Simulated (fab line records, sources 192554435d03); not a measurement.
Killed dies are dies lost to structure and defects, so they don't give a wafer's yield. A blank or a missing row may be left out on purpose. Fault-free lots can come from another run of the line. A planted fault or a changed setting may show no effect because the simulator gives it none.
Split-lot study    flow n5 finfet    on a route of 1938 steps: 7 lots, 21 wafers read

== THE SPLIT ==
At N5_PASSIVATION_PECVD_00 (deposits SiO2 from SiH4/N2O, target thk 200 nm, time 11.2 s), the setting time s was moved away from the recipe's 11.2 s on 5 of the 21 wafers read, by -8.0% to +6.6%. The other wafers ran this setting at the recipe's value.

Reading taken at the split's own step.

== THE READING ==
SiO2_of_PASSIVATION_PECVD_00.thk nm (the simulator's own value, which no gauge read), in nm, at N5_PASSIVATION_PECVD_00 (deposits SiO2 from SiH4/N2O, target thk 200 nm, time 11.2 s). No usual value for it is given in the file. Across the 16 wafers here that went through the recipe, the average is 201.1 nm and the standard deviation 2.7 nm.

wafer   tool, chamber at the split  time s as run, s  against the recipe  SiO2_of_PASSIVATION_PECVD_00.thk nm, nm  against lot-mates on the recipe
L077.1  pecvd-01, 1                 11.2              recipe              200.6                                    -
L077.3  pecvd-01, 2                 11.2              recipe              198.4                                    -
L077.5  pecvd-01, 0                 11.2              recipe              203.8                                    -
L079.1  pecvd-01, 0                 11.94             +6.6%               212.8                                    +15.2
L079.2  pecvd-01, 2                 11.2              recipe              197.6                                    -
L079.4  pecvd-01, 2                 11.94             +6.6%               211.4                                    +13.8
L083.4  pecvd-01, 0                 11.2              recipe              205                                      -
L083.5  pecvd-01, 1                 11.2              recipe              201                                      -
L083.6  pecvd-01, 2                 11.2              recipe              201.4                                    -
L084.2  pecvd-04, 1                 11.2              recipe              197.4                                    -
L084.3  pecvd-04, 2                 10.69             -4.6%               189.2                                    -10.1
L084.5  pecvd-04, 2                 11.2              recipe              201.2                                    -
L086.2  pecvd-04, 1                 10.3              -8.0%               181.2                                    -19.0
L086.4  pecvd-04, 2                 11.2              recipe              200.2                                    -
L086.5  pecvd-04, 0                 10.3              -8.0%               185.6                                    -14.6
L087.1  pecvd-01, 0                 11.2              recipe              205.2                                    -
L087.3  pecvd-01, 1                 11.2              recipe              199.4                                    -
L087.6  pecvd-01, 0                 11.2              recipe              206.8                                    -
L094.1  pecvd-01, 2                 11.2              recipe              199                                      -
L094.2  pecvd-01, 0                 11.2              recipe              201.6                                    -
L094.6  pecvd-01, 1                 11.2              recipe              199.6                                    -

FIT RESULTS
A straight line over all 21 wafers: SiO2_of_PASSIVATION_PECVD_00.thk nm changes by +2.03 nm for each +1% of time s; r = +0.93; the points scatter about the line by 2.8 nm.
The same after taking each lot's own level away (the mean of its wafers on the recipe; 21 wafers): +2.14 nm for each +1%; r = +0.97; scatter 2 nm.
The reading moves by 17 nm for the largest change in time s, on that fit.
Across the lots, their own levels run from 197.60 to 203.80 nm, a range of 2.3 times the standard deviation given above.
Hence the lot-to-lot level has little effect on the slope; both slopes agree.
Check: -16.4 nm against its lot-mates is what the line predicts for one of the wafers moved furthest among these (-8.0%) when that wafer is left out of the fit. Against them it came out at -19 nm.

== FURTHER SPLITS ON THESE WAFERS ==
Note: prior to the reading, these wafers also went through further splits. Each is held against what the fit with the lots' levels taken away leaves over:
other split on the same wafers  wafers away from the commonest value  r with SiO2_of_PASSIVATION_PECVD_00.thk nm (lot level and that fit taken away)
N5_BEOL_M10_COAT_64 spin rpm    9                                     -0.19
N5_BEOL_M11_VIA_ETCH_34 time s  11                                    +0.10
N5_BEOL_M13_COAT_22 spin rpm    2                                     -0.24
N5_BEOL_M13_EXPOSE_25 dose mj   6                                     -0.27
N5_BEOL_M13_SPUTTER_43 time s   8                                     +0.05
N5_BEOL_M13_DEP_53 time s       6                                     +0.18
N5_BEOL_M15_SPUTTER_44 power w  4                                     -0.33

== FILE'S OWN FIT ==
SiO2_of_PASSIVATION_PECVD_00.thk nm changes by +2.15 nm for each +1% of time s, r = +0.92.
